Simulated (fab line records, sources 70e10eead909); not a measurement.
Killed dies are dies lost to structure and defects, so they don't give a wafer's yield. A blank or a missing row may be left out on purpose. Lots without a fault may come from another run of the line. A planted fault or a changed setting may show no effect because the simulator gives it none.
fab line records | flow nand_harc
record lots=14 wafers=42 last_day=26
route steps=1159 shown A_STAIRCASE@553 HYBRID_BOND@1099 THIN_TSV@1116 END@1159
lots that met no fault: from a run of the same line without faults
start_h: hours from the record's first day to the start of the lot's first wafer shown | wait_h: hours since the lot's step before | " the same as in the row above | L1.1+2: a row that stands for several wafers | - no value, or no start given | * or withheld: withheld | < > ~ a bound
route shown NAME@n: a module of which the file shows steps, and the number in the route of the first | usual: mean/standard deviation of fault-free wafers | same: alike in all rows | chamber/n: place in a boat | sites: the reading at each site | _std_site: their standard deviation | _edge_site: outer sites' mean less inner sites' | radius_mm: how far each site lies from the wafer's centre | mask NAME#n: copy n | behind: the tool/chamber that last shaped the wafer | hold: why the lot was held/for how many hours/how that ended | device: the transistor (n, p or np) that didn't switch | end of line: the same wafers' tests at the end of the route | a step without rows: its recipe alone | killed: dies lost to structure and defects at the first sort, not the wafer's yield | map: a wafer's dies, x killed, . not, _ none there
set.NAME: the setting as run; set.NAME@STEP: as run at that earlier step | model.NAME: the simulator's own value behind a step, which no gauge read
steps of the route over a sample of lots; a table a step, a row a wafer
services: from which hour (start_h, from the record's first day; less than 0 if before it) a tool's chamber was out of use, for how many hours, and why
## steps
# step NHARC_A_STAIRCASE_ETCH_17
# recipe target_depth_a=1000 time_s=40.5 ion_energy_ev=400 c4f8_flow_sccm=20 o2_flow_sccm=10 ar_flow_sccm=withheld rf_w=600 bias_w=1000 chemistry=C4F8/O2
# usual oes_product_au=0.942/0.011 rf_vpp_V=894/5.2
# columns lot.wafer tool chamber start_h wait_h oes_product_au rf_hours_counter_h rf_vpp_V
L176.3 rie_diel-11 0 237.67 - 0.945 17 886
L176.5 " 1 " " 0.933 - 900
L176.4 " 3 " " 0.952 - 892
L177.4 rie_diel-02 1 247.85 - 0.936 32 893
L177.3 " 3 " " 0.925 35 901
L177.5 " 2 " " 0.935 - 887
L178.4 rie_diel-02 1 248.10 - 0.925 33 895
L178.3 " 2 " " 0.932 33 886
L178.1 " 3 " " 0.948 35 902
L180.1 rie_diel-02 3 252.58 - 0.940 36 901
L180.2 " 0 " " 0.931 34 893
L180.4 " 1 " " 0.951 34 892
L179.2 rie_diel-11 1 252.79 - 0.939 23 899
L179.1 " 3 " " 0.948 22 891
L179.5 " 1 " " 0.935 - 900
L182.2 rie_diel-12 2 269.41 - 0.957 22 892
L182.3 " 1 " " 0.945 22 899
L182.5 " 2 " " 0.942 - 891
L187.4 rie_diel-12 2 311.75 - 0.946 35 890
L187.2 " 3 " " 0.937 35 892
L187.6 " 1 " " 0.953 - 899
L191.4 rie_diel-12 3 321.51 - 0.960 39 892
L191.2 " 1 " " 0.960 41 899
L191.5 " 3 " " 0.951 - 892
L193.2 rie_diel-11 3 345.28 - 0.957 57 890
L193.3 " 1 " " 0.938 58 900
L193.6 " 3 " " 0.957 - 890
L194.1 rie_diel-11 1 348.26 - 0.937 59 898
L194.3 " 3 " " 0.954 59 890
L194.4 " 0 " " 0.958 59 886
L197.3 rie_diel-11 2 355.08 - 0.938 44 891
L197.2 " 3 " " 0.942 61 892
L197.6 " 1 " " 0.940 - 900
L195.2 rie_diel-11 3 355.77 - 0.944 62 894
L195.1 " 0 " " 0.968 62 887
L195.5 " 3 " " 0.950 - 891
L198.3 rie_diel-11 0 378.19 - 0.944 1 907
L198.2 " 2 " " 0.935 1 892
L198.6 " 1 " " 0.930 - 901
L199.2 rie_diel-02 0 378.90 - 0.926 12 894
L199.4 " 1 " " 0.941 13 892
L199.6 " 3 " " 0.936 - 901
# step NHARC_HYBRID_BOND_OVL_MEAS_05
# usual overlay_x_nm=3/32 overlay_y_nm=3/37
# columns lot.wafer tool chamber start_h wait_h overlay_x_nm overlay_y_nm
L176.3 overlay-01 - 409.98 0.4 15 -3
L176.4 " - " " 12 -4
L176.5 " - " " 30 -21
L179.1 overlay-01 - 428.11 0.4 -16 -126
L179.2 " - " " 32 -30
L179.5 " - " " 20 0
L178.1 overlay-01 - 428.13 0.4 -32 -11
L178.3 " - " " 41 -18
L178.4 " - " " -66 -2
L177.3 overlay-02 - 428.13 0.4 23 -64
L177.4 " - " " -38 -3
L177.5 " - " " -30 -57
L180.1 overlay-01 - 441.81 0.4 29 -14
L180.2 " - " " -35 -13
L180.4 " - " " 0 46
L182.2 overlay-01 - 452.05 0.4 -10 -18
L182.3 " - " " 25 30
L182.5 " - " " -8 -40
L187.2 overlay-01 - 493.13 0.4 -47 -36
L187.4 " - " " 19 -5
L187.6 " - " " -34 14
L191.2 overlay-01 - 498.04 0.4 -81 -57
L191.4 " - " " 61 6
L191.5 " - " " -5 -17
L194.1 overlay-02 - 530.65 0.4 15 13
L194.3 " - " " 20 16
L194.4 " - " " 10 -15
L193.2 overlay-01 - 530.65 0.4 39 -19
L193.3 " - " " -4 -30
L193.6 " - " " 65 33
L195.1 overlay-02 - 546.83 0.4 45 12
L195.2 " - " " -35 -92
L195.5 " - " " 9 -3
L197.2 overlay-02 - 559.16 0.4 54 -75
L197.3 " - " " -39 16
L197.6 " - " " 15 23
L198.2 overlay-02 - 570.80 0.4 -19 37
L198.3 " - " " -61 88
L198.6 " - " " 31 45
L199.2 overlay-01 - 601.15 0.4 42 44
L199.4 " - " " 39 73
L199.6 " - " " 59 56
# step NHARC_THIN_TSV_CD_MEAS_12
# recipe target_cd_nm=1000 landing_energy_ev=500
# usual cd_nm=998.6/1.5
# columns lot.wafer tool chamber start_h wait_h cd_nm
L176.3 cd_sem-02 0 434.60 - 997.9
L176.4 " 0 " " 1000.6
L176.5 " 0 " " 997.6
L179.1 cd_sem-01 0 435.80 - 999.9
L179.2 " 0 " " 1000.2
L179.5 " 0 " " 998.2
L177.3 cd_sem-03 0 436.99 - 997.6
L177.4 " 0 " " 999.3
L177.5 " 0 " " 998.5
L178.1 cd_sem-02 0 438.08 - 997.2
L178.3 " 0 " " 996.8
L178.4 " 0 " " 998.5
L180.1 cd_sem-01 0 444.54 - 997.8
L180.2 " 0 " " 996.5
L180.4 " 0 " " 996.4
L182.2 cd_sem-03 0 457.91 - 998.6
L182.3 " 0 " " 999.1
L182.5 " 0 " " 997.7
L187.2 cd_sem-02 0 496.17 - 999.5
L187.4 " 0 " " 1001.0
L187.6 " 0 " " 999.9
L191.2 cd_sem-02 0 502.77 - 1001.9
L191.4 " 0 " " 1000.6
L191.5 " 0 " " 998.3
L194.1 cd_sem-03 0 533.27 - 997.8
L194.3 " 0 " " 995.5
L194.4 " 0 " " 995.9
L193.2 cd_sem-03 0 534.71 - 1001.2
L193.3 " 0 " " 999.0
L193.6 " 0 " " 998.7
L195.1 cd_sem-02 0 550.76 - 998.3
L195.2 " 0 " " 999.9
L195.5 " 0 " " 1000.4
L197.2 cd_sem-03 0 561.90 - 1000.4
L197.3 " 0 " " 999.4
L197.6 " 0 " " 999.3
L198.2 cd_sem-03 0 573.46 - 998.7
L198.3 " 0 " " 998.4
L198.6 " 0 " " 997.0
L199.2 cd_sem-03 0 605.51 - 997.6
L199.4 " 0 " " 996.2
L199.6 " 0 " " 998.1
# step NHARC_THIN_TSV_PRE_CLEAN_54
# recipe time_s=30 temp_c=280 gas=H2/He
# usual heater_power_w=416/47
# columns lot.wafer tool chamber start_h wait_h heater_power_w
L176.3 pvd_sputter-02 - 439.48 0.1 366
L176.4 " - " " 554
L176.5 " - " " 374
L179.1 pvd_sputter-02 - 440.78 0.0 374
L179.2 " - " " 554
L179.5 " - " " 548
L177.3 pvd_sputter-01 - 442.11 0.1 406
L177.4 " - " " 393
L177.5 " - " " 391
L178.4 pvd_sputter-02 - 443.22 0.1 400
L178.3 " - " " 362
L178.1 " - " " 559
L180.2 pvd_sputter-03 - 449.56 0.1 409
L180.4 " - " " 389
L180.1 " - " " 461
L182.3 pvd_sputter-01 - 462.99 0.1 406
L182.2 " - " " 427
L182.5 " - " " 427
L187.2 pvd_sputter-03 - 501.47 0.1 408
L187.4 " - " " 386
L187.6 " - " " 385
L191.4 pvd_sputter-03 - 507.73 0.1 467
L191.2 " - " " 411
L191.5 " - " " 380
L194.1 pvd_sputter-02 - 538.35 0.1 557
L194.4 " - " " 353
L194.3 " - " " 361
L193.2 pvd_sputter-02 - 539.57 0.0 550
L193.3 " - " " 364
L193.6 " - " " 546
L195.1 pvd_sputter-01 - 555.72 0.1 393
L195.2 " - " " 428
L195.5 " - " " 428
L197.3 pvd_sputter-03 - 566.85 0.1 449
L197.2 " - " " 404
L197.6 " - " " 465
L198.3 pvd_sputter-03 - 578.32 0.0 419
L198.2 " - " " 406
L198.6 " - " " 415
L199.4 pvd_sputter-02 - 610.45 0.1 412
L199.2 " - " " 371
L199.6 " - " " 534
# step NHARC_END_SORT_01
# recipe temp_c=25
# usual killed_at_array=27/11 killed_at_other=0.6/1 killed_at_periphery=3.0/2.1 killed_dies=31/12 killed_open=3.2/1.7 killed_short=1.7/1.4
# same gross_dies=677
# columns lot.wafer tool chamber start_h wait_h killed_at_array killed_at_other killed_at_periphery killed_dies killed_open killed_short
L187.2 prober-01 0 512.16 2.8 97 1 1 99 3 0
L187.4 prober-01 0 513.78 3.4 78 1 2 81 2 0
L187.6 prober-01 0 515.39 4.0 108 0 5 113 3 3
L191.2 prober-02 0 522.45 2.8 110 0 5 115 2 1
L191.4 prober-02 0 524.06 3.4 99 1 7 107 5 1
L191.5 prober-02 0 524.86 3.7 101 0 1 102 3 0
# killed by level:class
L187.2 A_STAIRCASE:unspecified=76 A_CHANNEL_HOLE_D1:chamber_film_flake=12 A_CONTACT:chamber_film_flake=3 A_CONTACT:geometric_particle:open=2 A_STAIRCASE:chamber_film_flake=2 A_WL_FILL:geometric_particle:open=1 P_ZERO_WELL:chamber_film_flake=1 A_CHANNEL_FILL_D1:chamber_film_flake=1
L187.4 A_STAIRCASE:unspecified=61 A_CHANNEL_HOLE_D1:chamber_film_flake=12 A_STAIRCASE:chamber_film_flake=4 P_CONTACT:geometric_particle:open=1 A_WL_FILL:geometric_particle:open=1 P_GATE:chamber_film_flake=1 THIN_TSV:chamber_film_flake=1
L187.6 A_STAIRCASE:unspecified=82 A_CHANNEL_HOLE_D1:chamber_film_flake=15 A_STAIRCASE:chamber_film_flake=4 P_GATE:geometric_particle:open=1 P_CONTACT:geometric_particle:open=1 P_M0:geometric_particle:open=1 A_CHANNEL_HOLE_D1:geometric_particle:short=1 A_CHANNEL_FILL_D1:geometric_particle:short=1
L191.2 A_STAIRCASE:unspecified=78 A_SLIT:chamber_film_flake=16 A_CHANNEL_HOLE_D1:chamber_film_flake=7 A_STAIRCASE:chamber_film_flake=4 A_CONTACT:chamber_film_flake=4 P_STI:chamber_film_flake=2 P_M0:geometric_particle:open=1 P_M2:geometric_particle:short=1
L191.4 A_STAIRCASE:unspecified=75 A_SLIT:chamber_film_flake=12 A_CHANNEL_HOLE_D1:chamber_film_flake=6 P_STI:chamber_film_flake=4 P_M1:geometric_particle:open=2 A_CONTACT:chamber_film_flake=2 P_CONTACT:geometric_particle:open=1 A_CHANNEL_HOLE_D1:geometric_particle:open=1
L191.5 A_STAIRCASE:unspecified=84 A_SLIT:chamber_film_flake=8 A_CHANNEL_HOLE_D1:chamber_film_flake=3 A_CONTACT:geometric_particle:open=2 A_STAIRCASE:chamber_film_flake=2 A_M1:geometric_particle:open=1 P_STI:chamber_film_flake=1 A_CONTACT:chamber_film_flake=1
## services
# columns tool chamber start_h hours kind
pvd_sputter-02 - 214.00 10.0 pm
pvd_sputter-01 - 222.21 9.6 repair
rie_diel-02 0 229.12 7.9 repair
rie_diel-02 1 232.52 7.2 repair
pvd_sputter-01 - 246.78 2.8 repair
pvd_sputter-03 - 247.70 4.4 repair
rie_diel-02 1 259.67 8.8 repair
rie_diel-11 1 260.58 1.5 repair
pvd_sputter-03 - 280.10 10.0 pm
pvd_sputter-03 - 316.46 4.7 repair
rie_diel-02 - 328.00 9.0 pm
rie_diel-11 - 366.56 9.0 pm
pvd_sputter-02 - 392.00 10.0 pm
rie_diel-11 2 431.23 15.4 repair
pvd_sputter-03 - 458.10 10.0 pm
rie_diel-02 - 505.00 9.0 pm
rie_diel-11 - 543.78 9.0 pm
pvd_sputter-02 - 555.14 9.6 repair
rie_diel-11 - 556.31 1.4 repair
rie_diel-11 2 565.42 9.0 repair
pvd_sputter-02 - 570.01 10.0 pm
pvd_sputter-03 - 570.33 2.0 repair
pvd_sputter-02 - 600.15 1.1 repair
rie_diel-02 1 602.57 15.1 repair
## key
first_sign step=NHARC_END_SORT_01 reading=killed_at_array direction=up sigmas=6.3 usual=27 struck=99
effect step=NHARC_END_SORT_01 reading=killed_dies direction=up sigmas=6 usual=31 struck=103
more_kills_born_at NHARC_A_STAIRCASE_ETCH_17@rie_diel-12=455
met_at NHARC_A_STAIRCASE_ETCH_17
struck_lots L187,L191
tester_left_out L187,L191
not_acting_at NHARC_HYBRID_BOND_OVL_MEAS_05,NHARC_THIN_TSV_CD_MEAS_12,NHARC_THIN_TSV_PRE_CLEAN_54
onset_between 269.41 311.75
fault kind=chamber_particle_source tool=rie_diel-12 chamber=- onset_h=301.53 steps=NHARC_A_STAIRCASE_ETCH_17 rate_per_visit_cm2=0.76992 end_h=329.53
# tester_left_out: of these lots the tester's yield and bins aren't shown, on N5 and GAA mostly nor the transistor test; their killed dies are dies lost to structure and defects alone, not to doping, threshold or leakage, so they don't give the yield
